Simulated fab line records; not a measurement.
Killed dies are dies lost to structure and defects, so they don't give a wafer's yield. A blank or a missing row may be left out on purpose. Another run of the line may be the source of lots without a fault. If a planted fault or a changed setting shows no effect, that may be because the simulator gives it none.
The tool behind it: which one? ; flow nand harc ; 22 lots, 66 wafers sampled, at 3 steps of a route of 1302

== WHAT THE GAUGES READ, wafer by wafer ==
NHARC_A_CHANNEL_FILL_D2_INSPECT_13. Usual: raw defect count 371, standard deviation 110.
lot;measured;on;raw defect count;flag
L075;day 15 11:58;defect inspect-02;331 465 341;
L074;day 15 12:08;defect inspect-01;567 783 406;
L076;day 16 11:08;defect inspect-02;480 409 544;
L077;day 16 11:08;defect inspect-01;355 371 332;
L078;day 16 11:17;defect inspect-02;380 431 526;
L079;day 17 18:56;defect inspect-01;396 260 337;
L081;day 17 19:06;defect inspect-02;386 514 291;
L082;day 18 18:32;defect inspect-01;340 459 350;
L083;day 19 00:20;defect inspect-02;411 422 338;
L085;day 20 08:58;defect inspect-01;173 287 298;
L084;day 20 11:40;defect inspect-02;460 317 429;
L086;day 20 15:21;defect inspect-02;403 488 287;
L088;day 21 14:04;defect inspect-01;573 349 500;
L089;day 22 01:57;defect inspect-01;305 259 324;
L090;day 22 01:49;defect inspect-02;317 315 264;
L091;day 22 16:24;defect inspect-01;404 390 443;
L092;day 23 12:20;defect inspect-01;365 362 465;
L093;day 24 00:11;defect inspect-02;317 401 406;
L095;day 24 12:04;defect inspect-01;208 289 256;
L094;day 24 12:04;defect inspect-02;370 261 315;
L096;day 24 19:59;defect inspect-02;288 419 293;
L097;day 25 07:06;defect inspect-02;285 500 297;

== EACH LOT AND THE TOOL THAT RAN IT (in order: tool; ch and the chambers of the sampled wafers; start) ==
lot;NHARC_A_CHANNEL_HOLE_D2_ETCH_16;NHARC_A_CHANNEL_HOLE_D2_ETCH_20
L075;rie diel-11 ch 0,1,2, day 13 06:23 or earlier;har etch-02 ch 0,1, day 13 06:23
L074;rie diel-07 ch 0,2,3, day 13 07:28 or earlier;har etch-01 ch 0,1, day 13 07:28
L076;rie diel-07 ch 1,3, day 14 04:22 or earlier;har etch-02 ch 0,1, day 14 04:22
L077;rie diel-11 ch 0,1,2, day 14 06:10 or earlier;har etch-01 ch 0,1, day 14 06:10
L078;rie diel-07 ch 0,1,3, day 14 08:25 or earlier;har etch-02 ch 0,1, day 14 08:25
L079;rie diel-03 ch 0,1,3, day 15 11:58 or earlier;har etch-01 ch 0,1, day 15 11:58
L081;rie diel-11 ch 0,1,2, day 15 14:37 or earlier;har etch-02 ch 0,1, day 15 14:37
L082;rie diel-11 ch 0,1,3, day 16 11:37 or earlier;har etch-01 ch 0,1, day 16 11:37
L083;rie diel-07 ch 0,2,3, day 16 15:47 or earlier;har etch-01 ch 0,1, day 16 15:47
L085;rie diel-07 ch 2,3, day 18 02:50 or earlier;har etch-01 ch 0,1, day 18 02:50
L084;rie diel-03 ch 1,2,3, day 18 06:59 or earlier;har etch-01 ch 0,1, day 18 06:59
L086;rie diel-07 ch 1,2,3, day 18 07:44 or earlier;har etch-02 ch 0,1, day 18 07:44
L088;rie diel-07 ch 1,2,3, day 19 07:42 or earlier;har etch-02 ch 0,1, day 19 07:42
L089;rie diel-11 ch 0,2,3, day 19 20:35 or earlier;har etch-02 ch 0,1, day 19 20:35
L090;rie diel-07 ch 0,1, day 19 20:00 or earlier;har etch-01 ch 0,1, day 19 20:00
L091;rie diel-11 ch 0,1,3, day 20 07:26 or earlier;har etch-02 ch 0,1, day 20 07:26
L092;rie diel-11 ch 1,2,3, day 21 01:26 or earlier;har etch-02 ch 0,1, day 21 01:26
L093;rie diel-07 ch 1,2,3, day 21 17:52 or earlier;har etch-01 ch 0,1, day 21 17:52
L095;rie diel-07 ch 1,2, day 22 04:46 or earlier;har etch-02 ch 0,1, day 22 04:46
L094;rie diel-03 ch 0,1,2, day 22 05:51 or earlier;har etch-01 ch 0,1, day 22 05:51
L096;rie diel-07 ch 1,2,3, day 22 12:51 or earlier;har etch-02 ch 0,1, day 22 12:51
L097;rie diel-03 ch 0,1,3, day 23 02:37 or earlier;har etch-02 ch 0,1, day 23 02:37
- NHARC_A_CHANNEL_HOLE_D2_ETCH_16: etches the open film in O2/COS, target depth 3100 nm, time 806 s.
- NHARC_A_CHANNEL_HOLE_D2_ETCH_20: etches the open film in C4F8/O2/Ar, time 361.9 s, target depth 1600 nm.

== AS READ BY THE TOOLS THEMSELVES (means over the sampled wafers that have a number; for cases with no such wafer, the mark the record gives instead) ==
NHARC_A_CHANNEL_HOLE_D2_ETCH_16. Usual: drypump motor current A 5.7 A, standard deviation 0.44; o2 flow sccm 400.2 sccm, standard deviation 1.3; oes product au 0.998 a.u., standard deviation 0.01; rf vpp V 314.8 V, standard deviation 2; showerhead plenum p Torr 3.17 Torr, standard deviation 0.12; throttle valve pct 28.328 %, standard deviation 0.0094.
lot;tool;drypump motor current A (A);o2 flow sccm (sccm);oes product au (a.u.);rf vpp V (V);showerhead plenum p Torr (Torr);throttle valve pct (%);flag
L075;rie diel-11;5.6;399.5;0.993;315.7;3.22;28.320;
L074;rie diel-07;6.0;400.2;1.003;315.1;3.15;28.323;
L076;rie diel-07;5.7;400.9;0.991;315.1;3.21;28.322;
L077;rie diel-11;5.6;399.8;0.996;315.2;3.22;28.330;
L078;rie diel-07;5.6;400.6;1.011;315.9;3.24;28.333;
L079;rie diel-03;5.8;400.1;1.003;315.2;3.18;28.328;
L081;rie diel-11;5.6;399.7;0.997;315.0;3.22;28.317;
L082;rie diel-11;5.7;400.5;1.005;313.2;3.11;28.320;
L083;rie diel-07;6.0;400.1;0.989;314.7;3.14;28.329;
L085;rie diel-07;6.2;400.8;0.987;313.9;3.11;28.332;
L084;rie diel-03;5.5;400.7;0.996;315.3;3.19;28.333;
L086;rie diel-07;5.9;400.8;0.988;315.4;3.17;28.327;
L088;rie diel-07;5.9;398.1;0.993;314.9;3.17;28.336;
L089;rie diel-11;5.5;401.1;1.007;314.8;3.13;28.319;
L090;rie diel-07;5.2;399.7;0.993;316.4;3.29;28.330;
L091;rie diel-11;5.7;401.9;1.013;314.1;3.11;28.331;
L092;rie diel-11;5.5;399.4;0.999;315.0;3.21;28.325;
L093;rie diel-07;5.9;399.7;0.998;315.0;3.17;28.337;
L095;rie diel-07;6.0;401.1;0.997;314.1;3.12;28.327;
L094;rie diel-03;5.7;398.2;0.996;313.0;3.08;28.330;
L096;rie diel-07;5.9;400.9;0.992;315.4;3.17;28.330;
L097;rie diel-03;5.8;400.5;1.013;314.5;3.17;28.331;

NHARC_A_CHANNEL_HOLE_D2_ETCH_20. Usual: drypump motor current A 5.5 A, standard deviation 0.36; o2 flow sccm 35.68 sccm, standard deviation 0.099; showerhead plenum p Torr 3.65 Torr, standard deviation 0.2; throttle valve pct 32.156 %, standard deviation 0.0086.
lot;tool;drypump motor current A (A);o2 flow sccm (sccm);showerhead plenum p Torr (Torr);throttle valve pct (%);flag
L075;har etch-02;5.8;35.63;3.42;32.157;
L074;har etch-01;5.4;35.77;3.57;32.151;
L076;har etch-02;5.8;35.72;3.42;32.149;
L077;har etch-01;5.4;35.69;3.56;32.157;
L078;har etch-02;5.8;35.74;3.42;32.163;
L079;har etch-01;5.4;35.72;3.55;32.152;
L081;har etch-02;5.8;35.66;3.41;32.160;
L082;har etch-01;5.4;35.59;3.54;32.155;
L083;har etch-01;5.1;35.73;3.60;32.153;
L085;har etch-01;5.1;35.62;3.59;32.148;
L084;har etch-01;5.1;35.77;3.59;32.159;
L086;har etch-02;5.8;35.66;3.93;32.154;
L088;har etch-02;5.8;35.72;3.92;32.150;
L089;har etch-02;5.8;35.77;3.91;32.157;
L090;har etch-01;5.1;35.65;3.58;32.155;
L091;har etch-02;5.8;35.60;3.91;32.150;
L092;har etch-02;5.7;35.71;3.90;32.156;
L093;har etch-01;5.1;35.62;3.57;32.157;
L095;har etch-02;5.8;35.68;3.90;32.154;
L094;har etch-01;5.4;35.64;3.50;32.157;
L096;har etch-02;5.8;35.69;3.89;32.165;
L097;har etch-02;5.8;35.64;3.89;32.151;

== THE ANSWER, worked out from the rows above alone ==
Rule: a lot counts as off when the mean over its wafers that have a number is more than 3 standard deviations away from the usual mean. Also off: a lot with no number at a reading for which 4 or more lots have one. Where the step has rows for the other lots, those lots are counted as sound. After the gauges, taken in route order, come the tools' own readings; for these a lot's mean is taken, as printed above. The first step at which some lot is off is used, and at that step the reading that is off furthest; a lot without a number counts as furthest.
None of the lots is off at any reading shown; this tells nothing.

== WHAT THE SIMULATOR PUT IN ==
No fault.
